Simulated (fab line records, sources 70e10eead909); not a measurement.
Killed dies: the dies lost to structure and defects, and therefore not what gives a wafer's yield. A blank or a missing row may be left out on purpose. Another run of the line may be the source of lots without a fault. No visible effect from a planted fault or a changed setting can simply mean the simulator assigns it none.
Chamber matching + flow nandHarc + aldHk-02 running NHARC_A_CHANNEL_FILL_D1_ALD_16: 4 sister chambers
The step deposits SiO2, target thk 1.5 nm, pulse time 10 s, ald cycles 15. 22 wafers are shown with their chamber, then 11 later ones without.

WAFERS PAIRED WITH THEIR CHAMBERS
| wafer  | chamber | heaterPowerW (W) | precursorPulseHeightRel |
|--------|---------|------------------|-------------------------|
| L078.1 | 1       | 485              | 0.999                   |
| L078.2 | 2       | 451              | 0.983                   |
| L078.4 | 0       | 554              | 0.975                   |
| L080.3 | 2       | 443              | 0.972                   |
| L080.5 | 1       | 489              | 1.000                   |
| L080.6 | 2       | 447              | 1.032                   |
| L081.1 | 2       | 448              | 0.983                   |
| L081.3 | 0       | 555              | 1.007                   |
| L081.5 | 2       | 446              | 1.021                   |
| L082.4 | 3       | 429              | 1.013                   |
| L082.5 | 1       | 480              | 1.065                   |
| L082.6 | 2       | 435              | 1.007                   |
| L084.4 | 2       | 431              | 0.964                   |
| L084.5 | 2       | 448              | 0.998                   |
| L084.6 | 3       | 440              | 0.966                   |
| L085.3 | 2       | 451              | 1.031                   |
| L085.4 | 3       | 435              | 0.994                   |
| L085.5 | 3       | 441              | 0.986                   |
| L086.2 | 2       | 455              | 1.012                   |
| L086.5 | 2       | 441              | 0.969                   |
| L086.6 | 1       | 488              | 1.020                   |
| L087.2 | 1       | 469              | 1.021                   |

SIGNATURES (averages over the wafers above)
| reading                 | chamber 0 | chamber 1 | chamber 2 | chamber 3 | scatter within a chamber |
|-------------------------|-----------|-----------|-----------|-----------|--------------------------|
| heaterPowerW            | 554.50    | 482.20    | 445.09    | 436.25    | 6.95                     |
| precursorPulseHeightRel | 0.99100   | 1.02100   | 0.99745   | 0.98975   | 0.0244                   |
Rule: distance of a wafer from a chamber = root of the sum over the readings of ((wafer's reading minus chamber's mean) / reading's scatter) squared. The wafer belongs to the nearest chamber; if the next one is less than 2 further off, it can't be placed. How the scatter is found: for the shown wafers, subtract from each reading the mean of its chamber, square and add these, divide the total by (wafers less chambers), then take the root.

WAFERS WHOSE CHAMBER IS MISSING
| wafer  | heaterPowerW (W) | precursorPulseHeightRel |
|--------|------------------|-------------------------|
| L087.3 | 429              | 0.996                   |
| L087.4 | 560              | 0.991                   |
| L090.1 | 578              | 0.994                   |
| L090.2 | 453              | 0.989                   |
| L090.3 | 479              | 0.982                   |
| L093.2 | 489              | 0.989                   |
| L093.3 | 571              | 1.039                   |
| L093.4 | 455              | 1.014                   |
| L094.2 | 420              | 1.009                   |
| L094.4 | 572              | 0.980                   |
| L094.5 | 407              | 0.997                   |

EACH ONE'S CHAMBER
| wafer  | from the rows above     | in truth |
|--------|-------------------------|----------|
| L087.3 | can't be placed: 3 or 2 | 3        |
| L087.4 | 0                       | 0        |
| L090.1 | 0                       | 0        |
| L090.2 | can't be placed: 2 or 3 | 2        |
| L090.3 | 1                       | 1        |
| L093.2 | 1                       | 1        |
| L093.3 | 0                       | 0        |
| L093.4 | can't be placed: 2 or 3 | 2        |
| L094.2 | can't be placed: 3 or 2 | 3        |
| L094.4 | 0                       | 0        |
| L094.5 | can't be placed: 3 or 2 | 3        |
Placed correctly: 6 of 11. Can't be placed from these rows: 5 (the true chamber is among the candidates in 5). Number placed wrongly: 0.
